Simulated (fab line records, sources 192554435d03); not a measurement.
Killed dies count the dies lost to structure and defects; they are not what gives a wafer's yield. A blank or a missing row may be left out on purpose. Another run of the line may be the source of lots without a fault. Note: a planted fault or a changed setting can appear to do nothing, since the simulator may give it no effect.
Chamber matching	flow n5-finfet	4 sister chambers for N5_FIN_SAQP_ALD_61 on ald-sin-02
The step deposits SiO2, target thk 4 nm, pulse time 1 s, purge time 2 s. 4 wafers are shown with their chamber, then 11 later ones without.

EACH WAFER AND ITS CHAMBER
wafer	chamber	heater-power-w (W)
L088.6	1	450
L089.3	3	469
L089.4	0	410
L091.2	2	461

WAFERS WITH NO CHAMBER GIVEN
wafer	heater-power-w (W)
L091.3	412
L091.4	465
L093.2	470
L093.3	464
L093.4	416
L095.1	420
L095.3	476
L095.6	462
L097.1	423
L097.2	461
L097.5	464

THE CHAMBER EACH PASSED THROUGH
wafer	from the rows above	in truth
L091.3	0	0
L091.4	can't be placed: 2 or 3 or 1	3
L093.2	can't be placed: 3 or 2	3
L093.3	can't be placed: 2 or 3 or 1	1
L093.4	0	0
L095.1	0	0
L095.3	can't be placed: 3 or 2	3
L095.6	can't be placed: 2 or 3 or 1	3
L097.1	0	0
L097.2	can't be placed: 2 or 3 or 1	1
L097.5	can't be placed: 2 or 3 or 1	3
Correct placement for 4 of the 11. Not placeable from these rows: 7 (in 7, the candidates include the true chamber). Wrongly placed: 0.
How it was worked out, from the rows above alone: a wafer's distance from a chamber is the root of the sum, over the readings, of the square of ((its reading less the chamber's mean) divided by the reading's scatter). The wafer belongs to the nearest chamber; if the next one is less than 2 further off, it can't be placed. Each chamber's mean is taken over the wafers shown for it. The scatter: with one shown wafer a chamber, the root of the mean of the squares of how far each hidden wafer lies from its nearest shown one.
